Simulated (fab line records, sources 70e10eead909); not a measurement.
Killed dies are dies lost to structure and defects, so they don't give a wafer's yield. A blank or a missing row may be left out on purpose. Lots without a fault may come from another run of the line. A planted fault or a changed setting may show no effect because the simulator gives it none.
A struck lot beside a sound one | flow nand_harc | 28 steps out of a route of 1302
Sound: wafers L323.1, L323.3, L323.4. Struck: wafer L313.3. The cause comes at the end.
At each step with rows: each side's tool, then ch and its chambers, then its first start. Under that, the readings that differ: sound wafers | struck wafers | difference of the means | sigmas: that difference in standard deviations of wafers without a fault.
alike: readings whose means differ by less than 2 such deviations, and words and numbers that are the same on both sides. not compared: withheld readings, readings that some wafer has no value for, bounds like >300 that may hide the same value, and numbers for which the record gives no deviation and whose values overlap.
The two part at a step that has a row with sigmas, a row that says differs or no value, or rows on one side only. Numbers that don't overlap but have no deviation are shown without sigmas and don't part them. A reading that every wafer of one side lacks parts them only if that side has two wafers or more.

first, 8 steps without rows for these wafers: NHARC_P_M1_HMDS_02 (time 30 s); NHARC_P_M1_COAT_34 (time 65 s); NHARC_P_M1_COAT_03 (resist thk 90 nm); NHARC_P_M1_SOFTBAKE_04 (time 55 s); NHARC_P_M1_EBR_05; NHARC_P_M1_EXPOSE_06 (exposes mask P M1, target cd 130 nm); NHARC_P_M1_PEB_07 (peb time 65 s); NHARC_P_M1_DEVELOP_08 (develop time 35 s).
NHARC_P_M1_CD_MEAS_09: target cd 130 nm.
  sound on cd_sem-03 ch 0, day 13 09:50; struck on cd_sem-03 ch 0, day 9 10:51
  alike: cd_nm
NHARC_P_M1_OVL_MEAS_10: pitch 260 nm.
  sound on overlay-02, day 13 09:55; struck on overlay-01, day 9 10:56
  alike: overlay_x_nm, overlay_y_nm
NHARC_P_M1_INSPECT_11:
  sound on defect_inspect-02, day 13 09:57; struck on defect_inspect-01, day 9 10:58
  alike: raw_defect_count
NHARC_P_M1_DESCUM_14: chemistry O2, time 3 s.
  sound on rie_diel-04 ch 0,1,2, day 13 10:01; struck on rie_diel-07 ch 2, day 9 11:02
  reading                        | sound             | struck | difference | sigmas
  chamber_pressure_mTorr (mTorr) | 59.92 60.04 60.07 | 59.88  | -0.13      | -2
  oes_product_au (a.u.)          | 0.992 0.994 1.004 | 1.022  | +0.025     | +2
  rf_hours_counter_h (h)         | 37 34 31          | 4      | -30        |
  rf_vpp_V (V)                   | 58.7 58.7 57.1    | 56.1   | -2.1       | -2
  alike: drypump_motor_current_A, showerhead_plenum_p_Torr, throttle_valve_pct
NHARC_P_M1_ETCH_35: etches the open film in N2/H2, target depth 40 nm, overetch 12 nm, time 43.94 s.
  sound on rie_diel-04 ch 0,2,3, day 13 10:06; struck on rie_diel-07 ch 3, day 9 11:07
  reading                | sound    | struck | difference | sigmas
  rf_hours_counter_h (h) | 37 34 40 | 4      | -33        |
  alike: chamber_pressure_mTorr, drypump_motor_current_A, n2_flow_sccm, oes_product_au, rf_fwd_power_W, rf_vpp_V, showerhead_plenum_p_Torr, throttle_valve_pct
then, 1 step without rows for these wafers: NHARC_P_M1_ETCH_15 (etches the open film in C4F8/Ar, target depth 182.5 nm, time 91.2 s).
NHARC_P_M1_CD_MEAS_16:
  sound on cd_sem-01, day 13 10:19; struck on cd_sem-03, day 9 11:20
  alike: cd_nm
NHARC_P_M1_STRIP_18: strips in N2/H2.
  sound on rie_diel-11 ch 0,1,3, day 13 10:25; struck on rie_diel-11 ch 0, day 9 11:26
  reading                | sound | struck | difference | sigmas
  rf_hours_counter_h (h) | 5 5 5 | 8      | +3         |
  alike: chamber_pressure_mTorr, drypump_motor_current_A, n2_flow_sccm, oes_product_au, rf_fwd_power_W, rf_vpp_V, showerhead_plenum_p_Torr, throttle_valve_pct
then, 4 steps without rows for these wafers: NHARC_P_M1_ETCH_28 (etches the open film in CF4/N2, target depth 30 nm, time 72.99 s); NHARC_P_M1_STRIP_19 (strips in post etch residue remover, time 600 s); NHARC_P_M1_DEGAS_29 (time 60 s); NHARC_P_M1_PRE_CLEAN_30 (time 30 s).
NHARC_P_M1_PVD_20: deposits TaN, target thk 5 nm, time 8.06 s.
  sound on pvd_sputter-01; struck on pvd_sputter-02
  alike: substrate_temp_c, throttle_valve_pct
then, 2 steps without rows for these wafers: NHARC_P_M1_PVD_21 (deposits Cu, target thk 30 nm, time 20.49 s); NHARC_P_M1_ECD_22 (material Cu, target thk 400 nm).
NHARC_P_M1_ANNEAL_31: time 90 s.
  sound on rtp_anneal-01 ch 0, day 13 11:46; struck on rtp_anneal-01 ch 0, day 9 12:55
  alike: wafer_temp_C_max
NHARC_P_M1_CMP_23: polishes, t overpolish 20 s, target thk 157.82 nm.
  sound on cmp-01 ch 0,1,2, day 13 12:11; struck on cmp-04 ch 0, day 9 13:09
  alike: motor_current_A, retaining_ring_pressure_frac, slurry_flow_ml_min, time_to_endpoint_s
NHARC_P_M1_THK_MEAS_24: measures by xrf.
  sound on film_metro-01, day 13 12:29; struck on film_metro-01, day 9 13:28
  alike: thk_nm
then, 1 step without rows for these wafers: NHARC_P_M1_SRD_25.
-- the record jumps here: 18 days lie between the struck wafers' starts before and after (it left off in module P_M1 and takes up again in module END, whose first step shown is number 1302 of the route) --
NHARC_END_SORT_01:
  the record has rows for the struck wafers here (prober-02 ch 0, day 27 17:41) and none for the sound ones

WHERE THEY PART
First at NHARC_P_M1_DESCUM_14; last, within this record, at NHARC_END_SORT_01.

WHY: what the simulator had put in
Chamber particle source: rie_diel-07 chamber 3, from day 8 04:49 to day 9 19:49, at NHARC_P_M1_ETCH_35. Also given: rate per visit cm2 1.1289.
